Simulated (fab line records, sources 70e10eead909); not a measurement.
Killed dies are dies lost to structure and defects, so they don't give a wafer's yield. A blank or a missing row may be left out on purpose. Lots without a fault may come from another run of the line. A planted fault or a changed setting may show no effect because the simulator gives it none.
fab line records | flow nand_harc
record lots=14 wafers=42 last_day=33
route steps=1302 shown P_GATE@122 END@1302
lots that met no fault: from a run of the same line without faults
start_h: hours from the record's first day to the start of the lot's first wafer shown | wait_h: hours since the lot's step before | " the same as in the row above | L1.1+2: a row that stands for several wafers | - no value, or no start given | * or withheld: withheld | < > ~ a bound
route shown NAME@n: a module of which the file shows steps, and the number in the route of the first | usual: mean/standard deviation of fault-free wafers | same: alike in all rows | chamber/n: place in a boat | sites: the reading at each site | _std_site: their standard deviation | _edge_site: outer sites' mean less inner sites' | radius_mm: how far each site lies from the wafer's centre | mask NAME#n: copy n | behind: the tool/chamber that last shaped the wafer | hold: why the lot was held/for how many hours/how that ended | device: the transistor (n, p or np) that didn't switch | end of line: the same wafers' tests at the end of the route | a step without rows: its recipe alone | killed: dies lost to structure and defects at the first sort, not the wafer's yield | map: a wafer's dies, x killed, . not, _ none there
set.NAME: the setting as run; set.NAME@STEP: as run at that earlier step | model.NAME: the simulator's own value behind a step, which no gauge read
steps of the route over a sample of lots; a table a step, a row a wafer
services: from which hour (start_h, from the record's first day; less than 0 if before it) a tool's chamber was out of use, for how many hours, and why
## steps
# step NHARC_P_GATE_CD_MEAS_11
# recipe target_cd_nm=1640 landing_energy_ev=500
# usual cd_nm=1641.8/2.6
# columns lot.wafer tool chamber start_h wait_h cd_nm
L143.4 cd_sem-03 0 88.77 - 1643.3
L143.5 " 0 " " 1644.3
L143.6 " 0 " " 1643.6
L146.1 cd_sem-01 0 106.67 - 1644.9
L146.4 " 0 " " 1639.9
L146.5 " 0 " " 1637.7
L147.2 cd_sem-03 0 119.78 - 1642.4
L147.3 " 0 " " 1640.7
L147.4 " 0 " " 1640.2
L148.1 cd_sem-01 0 131.38 - 1638.8
L148.4 " 0 " " 1638.7
L148.5 " 0 " " 1643.4
L150.2 cd_sem-02 0 152.55 - 1641.2
L150.3 " 0 " " 1643.6
L150.6 " 0 " " 1643.8
L152.1 cd_sem-03 0 165.41 - 1634.7
L152.2 " 0 " " 1638.8
L152.6 " 0 " " 1638.4
L156.3 cd_sem-03 0 211.88 - 1639.8
L156.4 " 0 " " 1643.4
L156.5 " 0 " " 1640.9
L157.2 cd_sem-03 0 227.40 - 1639.8
L157.4 " 0 " " 1639.5
L157.6 " 0 " " 1638.0
L158.1 cd_sem-03 0 227.55 - 1642.2
L158.4 " 0 " " 1644.1
L158.5 " 0 " " 1638.7
L160.2 cd_sem-01 0 248.23 - 1643.6
L160.4 " 0 " " 1640.0
L160.6 " 0 " " 1641.6
L162.1 cd_sem-01 0 269.96 - 1640.0
L162.2 " 0 " " 1644.1
L162.4 " 0 " " 1643.6
L163.1 cd_sem-03 0 284.01 - 1645.1
L163.2 " 0 " " 1646.2
L163.5 " 0 " " 1641.5
L165.2 cd_sem-03 0 302.76 - 1646.2
L165.3 " 0 " " 1639.1
L165.5 " 0 " " 1639.9
L166.1 cd_sem-03 0 319.34 - 1642.3
L166.2 " 0 " " 1638.4
L166.3 " 0 " " 1644.0
# step NHARC_P_GATE_INSPECT_28
# usual raw_defect_count=6.5/3
# columns lot.wafer tool chamber start_h wait_h raw_defect_count
L143.4 defect_inspect-01 - 104.80 0.0 10
L143.5 " - " " 7
L143.6 " - " " 3
L146.1 defect_inspect-01 - 121.76 0.0 4
L146.4 " - " " 4
L146.5 " - " " 5
L147.2 defect_inspect-02 - 137.71 0.0 8
L147.3 " - " " 6
L147.4 " - " " 8
L148.1 defect_inspect-01 - 148.17 0.0 6
L148.4 " - " " 10
L148.5 " - " " 2
L150.2 defect_inspect-02 - 167.97 0.0 8
L150.3 " - " " 4
L150.6 " - " " 6
L152.1 defect_inspect-01 - 181.48 0.0 8
L152.2 " - " " 8
L152.6 " - " " 4
L156.3 defect_inspect-01 - 228.91 0.0 2
L156.4 " - " " 5
L156.5 " - " " 9
L157.2 defect_inspect-01 - 242.78 0.0 3
L157.4 " - " " 7
L157.6 " - " " 5
L158.1 defect_inspect-01 - 243.27 0.0 6
L158.4 " - " " 10
L158.5 " - " " 4
L160.2 defect_inspect-02 - 262.64 0.0 12
L160.4 " - " " 5
L160.6 " - " " 3
L162.1 defect_inspect-01 - 286.30 0.0 6
L162.2 " - " " 3
L162.4 " - " " 3
L163.1 defect_inspect-01 - 298.26 0.0 4
L163.2 " - " " 7
L163.5 " - " " 9
L165.2 defect_inspect-01 - 323.44 0.0 4
L165.3 " - " " 5
L165.5 " - " " 6
L166.1 defect_inspect-01 - 333.26 0.0 9
L166.2 " - " " 11
L166.3 " - " " 11
# step NHARC_P_GATE_PEB_44
# recipe peb_temp_c=118 peb_time_s=85
# usual heater_power_total_W=163.97/0.28 plate_temp_C=118.02/0.12
# columns lot.wafer tool chamber start_h wait_h heater_power_total_W plate_temp_C
L143.4 litho_track-02 0 116.66 0.0 163.65 118.18
L143.5 " 0 " " 164.31 118.11
L143.6 " 0 " " 163.74 118.22
L146.1 litho_track-03 0 133.46 0.1 163.98 118.08
L146.4 " 0 " " 163.98 118.19
L146.5 " 0 " " 163.94 118.14
L147.2 litho_track-07 0 151.57 0.1 164.29 117.97
L147.3 " 0 " " 164.36 117.79
L147.4 " 0 " " 164.09 117.99
L148.1 litho_track-02 0 159.85 0.1 163.70 117.93
L148.4 " 0 " " 164.01 117.80
L148.5 " 0 " " 163.68 118.00
L150.2 litho_track-03 0 179.80 0.1 163.71 118.12
L150.3 " 0 " " 164.11 118.19
L150.6 " 0 " " 164.41 117.98
L152.1 litho_track-07 0 196.11 0.1 164.08 118.09
L152.2 " 0 " " 163.66 118.21
L152.6 " 0 " " 164.24 118.11
L156.3 litho_track-02 0 240.72 0.1 159.12 115.40
L156.4 " 0 " " 159.55 115.50
L156.5 " 0 " " 159.71 115.51
L157.2 litho_track-02 0 254.55 0.1 159.05 115.51
L157.4 " 0 " " 159.56 115.56
L157.6 " 0 " " 159.68 115.51
L158.1 litho_track-02 0 255.04 0.1 159.68 115.49
L158.4 " 0 " " 159.40 115.44
L158.5 " 0 " " 159.70 115.42
L160.2 litho_track-03 0 274.45 0.1 163.76 117.88
L160.4 " 0 " " 163.65 117.91
L160.6 " 0 " " 163.95 117.78
L162.1 litho_track-03 0 298.16 0.1 164.10 117.97
L162.2 " 0 " " 163.63 118.18
L162.4 " 0 " " 163.64 117.94
L163.1 litho_track-03 0 310.09 0.1 163.69 117.96
L163.2 " 0 " " 164.42 117.98
L163.5 " 0 " " 163.69 118.02
L165.2 litho_track-02 0 335.32 0.1 163.69 117.99
L165.3 " 0 " " 163.81 118.14
L165.5 " 0 " " 163.66 117.86
L166.1 litho_track-07 0 345.04 0.1 164.11 117.83
L166.2 " 0 " " 163.68 118.00
L166.3 " 0 " " 164.15 118.01
# step NHARC_P_GATE_CD_MEAS_46
# recipe target_cd_nm=720 landing_energy_ev=500
# usual cd_nm=721.1/2.4
# columns lot.wafer tool chamber start_h wait_h cd_nm
L143.4 cd_sem-03 0 116.75 - 720.8
L143.5 " 0 " " 723.1
L143.6 " 0 " " 723.2
L146.1 cd_sem-01 0 133.55 - 722.6
L146.4 " 0 " " 720.0
L146.5 " 0 " " 716.4
L147.2 cd_sem-02 0 151.67 - 717.1
L147.3 " 0 " " 721.2
L147.4 " 0 " " 718.4
L148.1 cd_sem-03 0 159.94 - 723.6
L148.4 " 0 " " 726.2
L148.5 " 0 " " 722.9
L150.2 cd_sem-01 0 179.89 - 717.2
L150.3 " 0 " " 722.8
L150.6 " 0 " " 721.4
L152.1 cd_sem-02 0 196.20 - 722.3
L152.2 " 0 " " 717.8
L152.6 " 0 " " 720.7
L156.3 cd_sem-03 0 240.81 - 719.5
L156.4 " 0 " " 718.8
L156.5 " 0 " " 720.8
L157.2 cd_sem-02 0 254.64 - 719.8
L157.4 " 0 " " 720.6
L157.6 " 0 " " 717.7
L158.1 cd_sem-02 0 255.13 - 715.5
L158.4 " 0 " " 714.6
L158.5 " 0 " " 716.5
L160.2 cd_sem-01 0 274.54 - 717.5
L160.4 " 0 " " 718.6
L160.6 " 0 " " 720.5
L162.1 cd_sem-02 0 298.25 - 723.1
L162.2 " 0 " " 719.9
L162.4 " 0 " " 724.4
L163.1 cd_sem-03 0 310.19 - 720.0
L163.2 " 0 " " 725.2
L163.5 " 0 " " 721.3
L165.2 cd_sem-03 0 335.41 - 723.0
L165.3 " 0 " " 723.7
L165.5 " 0 " " 723.7
L166.1 cd_sem-03 0 345.13 - 718.6
L166.2 " 0 " " 721.1
L166.3 " 0 " " 720.8
# step NHARC_END_SORT_01
# recipe temp_c=25
# usual killed_at_array=52/16 killed_at_other=0.8/0.98 killed_at_periphery=4.2/2.9 killed_dies=57/16 killed_open=3.3/1.9 killed_short=2.5/1.5
# same gross_dies=677
# columns lot.wafer tool chamber start_h wait_h killed_at_array killed_at_other killed_at_periphery killed_dies killed_open killed_short
L146.1 prober-01 0 587.53 2.5 18 0 0 18 0 3
L146.4 prober-01 0 589.98 3.4 24 1 2 27 1 1
L146.5 prober-01 0 590.79 3.8 25 1 0 26 1 4
L148.1 prober-02 0 594.62 2.5 53 0 4 57 3 0
L148.4 prober-02 0 596.96 3.3 68 0 0 68 1 2
L148.5 prober-02 0 597.75 3.6 73 0 0 73 2 2
L158.1 prober-02 0 694.30 2.5 58 2 4 64 2 7
L158.4 prober-02 0 696.69 3.4 64 1 6 71 3 3
L158.5 prober-02 0 697.48 3.7 58 3 1 62 1 0
L157.2 prober-01 0 695.03 2.8 47 1 2 50 2 2
L157.6 prober-01 0 698.21 4.0 41 0 4 45 4 0
L156.3 prober-01 0 703.62 3.1 54 1 4 59 1 1
L156.4 prober-01 0 704.43 3.4 64 1 6 71 6 3
L156.5 prober-01 0 705.25 3.7 49 1 5 55 5 4
L160.2 prober-02 0 735.01 2.8 73 0 9 82 7 1
L160.4 prober-02 0 736.59 3.4 75 2 7 84 1 3
L160.6 prober-02 0 738.17 3.9 59 2 1 62 2 3
# killed by level:class
L146.1 A_CHANNEL_HOLE_D2:chamber_film_flake=5 A_CONTACT:chamber_film_flake=4 A_CHANNEL_FILL_D1:geometric_particle:short=2 A_SLIT:chamber_film_flake=2 A_CONTACT:unspecified=2 A_ONON_D1:geometric_particle:short=1 A_CHANNEL_FILL_D1:chamber_film_flake=1 A_DECK1_JOINT:chamber_film_flake=1
L146.4 A_CHANNEL_HOLE_D2:chamber_film_flake=7 A_CONTACT:chamber_film_flake=5 A_CHANNEL_HOLE_D1:chamber_film_flake=3 A_CONTACT:unspecified=3 A_STAIRCASE:chamber_film_flake=2 A_CHANNEL_FILL_D2:geometric_particle:short=1 A_M1:geometric_particle:open=1 P_GATE:chamber_film_flake=1
L146.5 A_CONTACT:chamber_film_flake=10 A_CHANNEL_HOLE_D2:chamber_film_flake=6 A_CHANNEL_HOLE_D1:chamber_film_flake=5 A_SOURCE_PLATE:geometric_particle:short=1 A_CHANNEL_FILL_D1:geometric_particle:open=1 A_CHANNEL_FILL_D2:geometric_particle:short=1 A_CONTACT:geometric_particle:short=1 STARTING-WAFER:geometric_particle:short=1
L148.1 A_CHANNEL_HOLE_D1:chamber_film_flake=18 A_SLIT:chamber_film_flake=17 A_CHANNEL_HOLE_D2:chamber_film_flake=7 A_BONDPAD:chamber_film_flake=5 A_CHANNEL_FILL_D1:chamber_film_flake=2 A_CONTACT:chamber_film_flake=2 P_M0:geometric_particle:open=1 A_SOURCE_PLATE:geometric_particle:open=1
L148.4 A_SLIT:chamber_film_flake=30 A_CHANNEL_HOLE_D1:chamber_film_flake=19 A_CHANNEL_HOLE_D2:chamber_film_flake=9 A_CHANNEL_FILL_D1:chamber_film_flake=3 A_CONTACT:chamber_film_flake=2 A_BONDPAD:chamber_film_flake=2 A_CHANNEL_HOLE_D1:geometric_particle:short=1 A_CHANNEL_FILL_D2:geometric_particle:open=1
L148.5 A_CHANNEL_HOLE_D1:chamber_film_flake=25 A_SLIT:chamber_film_flake=19 A_CHANNEL_HOLE_D2:chamber_film_flake=12 A_BONDPAD:chamber_film_flake=6 A_CONTACT:chamber_film_flake=5 A_CHANNEL_FILL_D2:geometric_particle:short=1 A_CHANNEL_FILL_D2:geometric_particle:open=1 A_SGD_CUT:geometric_particle:short=1
L158.1 A_SLIT:chamber_film_flake=25 A_CHANNEL_HOLE_D1:chamber_film_flake=10 A_CONTACT:chamber_film_flake=6 A_STAIRCASE:chamber_film_flake=3 A_WL_FILL:geometric_particle:short=2 P_GATE:chamber_film_flake=2 P_BONDPAD:chamber_film_flake=2 A_ZERO_WELL:chamber_film_flake=2
L157.2 A_CHANNEL_HOLE_D1:chamber_film_flake=28 A_STAIRCASE:chamber_film_flake=4 A_SLIT:chamber_film_flake=3 A_WL_FILL:chamber_film_flake=3 A_CONTACT:chamber_film_flake=3 A_ONON_D1:geometric_particle:open=1 A_WL_FILL:geometric_particle:short=1 A_WL_FILL:geometric_particle:open=1
L158.4 A_SLIT:chamber_film_flake=40 A_STAIRCASE:chamber_film_flake=6 A_CHANNEL_HOLE_D1:chamber_film_flake=5 A_CONTACT:chamber_film_flake=4 P_ZERO_WELL:chamber_film_flake=3 A_ZERO_WELL:chamber_film_flake=3 A_DECK1_JOINT:chamber_film_flake=2 P_STI:geometric_particle:short=1
L158.5 A_SLIT:chamber_film_flake=39 A_CHANNEL_HOLE_D1:chamber_film_flake=7 A_CONTACT:chamber_film_flake=5 A_STAIRCASE:chamber_film_flake=4 THIN_TSV:chamber_film_flake=3 A_WL_FILL:geometric_particle:open=1 P_BONDPAD:chamber_film_flake=1 A_CHANNEL_HOLE_D2:chamber_film_flake=1
L157.6 A_CHANNEL_HOLE_D1:chamber_film_flake=22 A_STAIRCASE:chamber_film_flake=6 A_CONTACT:chamber_film_flake=3 A_CHANNEL_HOLE_D1:geometric_particle:open=2 P_ZERO_WELL:chamber_film_flake=2 A_DECK1_JOINT:chamber_film_flake=2 A_SLIT:chamber_film_flake=2 P_M1:geometric_particle:open=1
L156.3 A_CHANNEL_HOLE_D2:chamber_film_flake=22 A_SLIT:chamber_film_flake=21 A_CHANNEL_HOLE_D1:chamber_film_flake=6 P_GATE:chamber_film_flake=2 A_STAIRCASE:chamber_film_flake=2 A_CHANNEL_HOLE_D1:geometric_particle:short=1 A_CHANNEL_FILL_D2:geometric_particle:open=1 P_CONTACT:chamber_film_flake=1
L156.4 A_SLIT:chamber_film_flake=30 A_CHANNEL_HOLE_D2:chamber_film_flake=17 A_CHANNEL_HOLE_D1:chamber_film_flake=6 P_CONTACT:chamber_film_flake=4 A_STAIRCASE:chamber_film_flake=3 A_M0:geometric_particle:open=2 P_M0:geometric_particle:open=1 P_M0:geometric_particle:short=1
L156.5 A_SLIT:chamber_film_flake=24 A_CHANNEL_HOLE_D1:chamber_film_flake=6 A_CHANNEL_HOLE_D2:chamber_film_flake=6 A_STAIRCASE:chamber_film_flake=5 P_CONTACT:chamber_film_flake=3 A_WL_FILL:geometric_particle:short=2 P_CONTACT:geometric_particle:open=1 A_CHANNEL_FILL_D1:geometric_particle:open=1
L160.2 A_SLIT:chamber_film_flake=32 A_CHANNEL_HOLE_D2:chamber_film_flake=25 A_CHANNEL_HOLE_D1:chamber_film_flake=5 P_M2:chamber_film_flake=3 A_STAIRCASE:chamber_film_flake=3 P_M0:geometric_particle:open=2 P_GATE:chamber_film_flake=2 A_CONTACT:chamber_film_flake=2
L160.4 A_SLIT:chamber_film_flake=31 A_CHANNEL_HOLE_D2:chamber_film_flake=23 A_CHANNEL_HOLE_D1:chamber_film_flake=7 A_STAIRCASE:chamber_film_flake=7 A_CONTACT:chamber_film_flake=4 P_ZERO_WELL:chamber_film_flake=2 THIN_TSV:chamber_film_flake=2 P_M0:geometric_particle:short=1
L160.6 A_SLIT:chamber_film_flake=28 A_CHANNEL_HOLE_D2:chamber_film_flake=19 A_STAIRCASE:chamber_film_flake=4 A_SGD_CUT:geometric_particle:short=2 A_CONTACT:chamber_film_flake=2 A_DECK1_JOINT:geometric_particle:open=1 A_WL_FILL:geometric_particle:short=1 STARTING-WAFER:geometric_particle:open=1
## services
# columns tool chamber start_h hours kind
litho_track-03 - 100.00 7.0 pm
litho_track-02 - 227.00 7.0 pm
litho_track-07 - 251.00 7.0 pm
litho_track-03 - 275.00 7.0 pm
## key
first_sign step=NHARC_P_GATE_PEB_44 reading=plate_temp_C direction=down sigmas=20 usual=* struck=*
effect step=NHARC_P_GATE_PEB_44 reading=heater_power_total_W direction=down sigmas=16 usual=* struck=*
effect step=NHARC_P_GATE_CD_MEAS_46 reading=cd_nm direction=down sigmas=1.2 usual=721.1 struck=718.2
met_at NHARC_P_GATE_PEB_44
struck_lots L156,L157,L158
tester_left_out L156,L157,L158
not_acting_at NHARC_P_GATE_CD_MEAS_11,NHARC_P_GATE_INSPECT_28,NHARC_P_GATE_CD_MEAS_46
onset_between 159.85 240.72
fault kind=process_parameter_drift tool=litho_track-02 chamber=- onset_h=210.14 steps=NHARC_P_GATE_PEB_44 channel=peb_temp_c offset=* shape=step end_h=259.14 acts_in=* stated=*
# tester_left_out: of these lots the tester's yield and bins aren't shown, on N5 and GAA mostly nor the transistor test; their killed dies are dies lost to structure and defects alone, not to doping, threshold or leakage, so they don't give the yield
